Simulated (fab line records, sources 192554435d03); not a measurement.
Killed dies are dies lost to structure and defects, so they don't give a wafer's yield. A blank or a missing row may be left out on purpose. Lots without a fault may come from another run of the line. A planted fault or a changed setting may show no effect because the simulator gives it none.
Split-lot experiment | flow n5_finfet | 7 lots, 21 wafers read, on a route of 1938 steps

THE SPLIT
At N5_SDB_COAT_05 (resist thk 90 nm), the setting spin_rpm was moved away from the recipe's 1500 rpm on 9 of the 21 wafers read, by -10.5% to +5.0%. The other wafers ran this setting at the recipe's value.

FROM THE SPLIT TO THE READING: what the file shows between them, 4 steps
- N5_SDB_EBR_07
- N5_SDB_SOFTBAKE_06: time 60 s
- N5_SDB_EXPOSE_08: exposes mask SDB
- N5_SDB_PEB_09: peb time 60 s

THE READING
CAR-ArF_of_SDB_COAT_05.thk_nm (the simulator's own value, which no gauge read), in nm, at N5_SDB_DEVELOP_10 (develop time 30 s). The file gives no usual value for it. The 12 wafers here that ran the recipe average 88.3 nm, standard deviation 0.19 nm.

wafer  | tool, chamber at the split | spin_rpm as run, rpm | against the recipe | CAR-ArF_of_SDB_COAT_05.thk_nm, nm | against lot-mates on the recipe
L078.1 | litho_track-01, 0          | 1412                 | -5.9%              | 91.2                              | +3.2
L078.2 | litho_track-01, 0          | 1500                 | recipe             | 88                                | -
L078.3 | litho_track-01, 0          | 1412                 | -5.9%              | 91                                | +3.0
L079.1 | litho_track-03, 0          | 1342                 | -10.5%             | 93.4                              | +5.4
L079.3 | litho_track-03, 0          | 1342                 | -10.5%             | 93.4                              | +5.4
L079.4 | litho_track-03, 0          | 1500                 | recipe             | 88                                | -
L081.2 | litho_track-01, 0          | 1500                 | recipe             | 88.2                              | -
L081.5 | litho_track-01, 0          | 1500                 | recipe             | 88.6                              | -
L081.6 | litho_track-01, 0          | 1500                 | recipe             | 88.4                              | -
L085.2 | litho_track-03, 0          | 1575                 | +5.0%              | 86.2                              | -2.2
L085.4 | litho_track-03, 0          | 1575                 | +5.0%              | 86                                | -2.4
L085.6 | litho_track-03, 0          | 1500                 | recipe             | 88.4                              | -
L087.1 | litho_track-03, 0          | 1500                 | recipe             | 88.4                              | -
L087.2 | litho_track-03, 0          | 1500                 | recipe             | 88.4                              | -
L087.4 | litho_track-03, 0          | 1563                 | +4.2%              | 86.6                              | -1.8
L091.1 | litho_track-01, 0          | 1568                 | +4.5%              | 86.2                              | -1.8
L091.2 | litho_track-01, 0          | 1568                 | +4.5%              | 86.2                              | -1.8
L091.4 | litho_track-01, 0          | 1500                 | recipe             | 88                                | -
L097.1 | litho_track-03, 0          | 1500                 | recipe             | 88.4                              | -
L097.2 | litho_track-03, 0          | 1500                 | recipe             | 88.4                              | -
L097.4 | litho_track-03, 0          | 1500                 | recipe             | 88.2                              | -

THE FIT
A straight line over all 21 wafers: CAR-ArF_of_SDB_COAT_05.thk_nm changes by -0.471 nm for each +1% of spin_rpm; r = -1.00; the points scatter about the line by 0.18 nm.
The same after taking each lot's own level away (the mean of its wafers on the recipe; 21 wafers): -0.491 nm for each +1%; r = -1.00; scatter 0.17 nm.
On that fit, the largest move of spin_rpm shifts the reading by 5.2 nm.
The lots' own levels span 88.00 to 88.40 nm, that is 2.1 times the standard deviation above.
So the lot-to-lot level changes the slope little: the two slopes agree.
Check: with one of the wafers moved furthest among these (-10.5%) left out of the fit, the line predicts +5.22 nm for it against its lot-mates. It came out at +5.4 nm against them.

OTHER SPLITS ON THESE WAFERS
These wafers also went through other splits before the reading. Each is held against what the fit with the lots' levels taken away leaves over:
other split on the same wafers       | wafers away from the commonest value | r with CAR-ArF_of_SDB_COAT_05.thk_nm (lot level and that fit taken away)
N5_SD_EPI_N_EPI_21 epi_growth_time_s | 6                                    | +0.02

THE WHOLE CHAIN: every reading that the file lists as answering this split, in the file's order
step              | what it does      | reading                                                                        | change (the file's fit)               | r (the file's)
N5_SDB_COAT_05    | resist thk 90 nm  | CAR-ArF_of_SDB_COAT_05.thk_nm (the simulator's own value, which no gauge read) | -0.485 nm for each +1% of the setting | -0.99
N5_SDB_DEVELOP_10 | develop time 30 s | CAR-ArF_of_SDB_COAT_05.thk_nm (the simulator's own value, which no gauge read) | -0.49 nm for each +1% of the setting  | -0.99

THE FILE'S OWN FIT
CAR-ArF_of_SDB_COAT_05.thk_nm changes by -0.49 nm for each +1% of spin_rpm, r = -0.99.
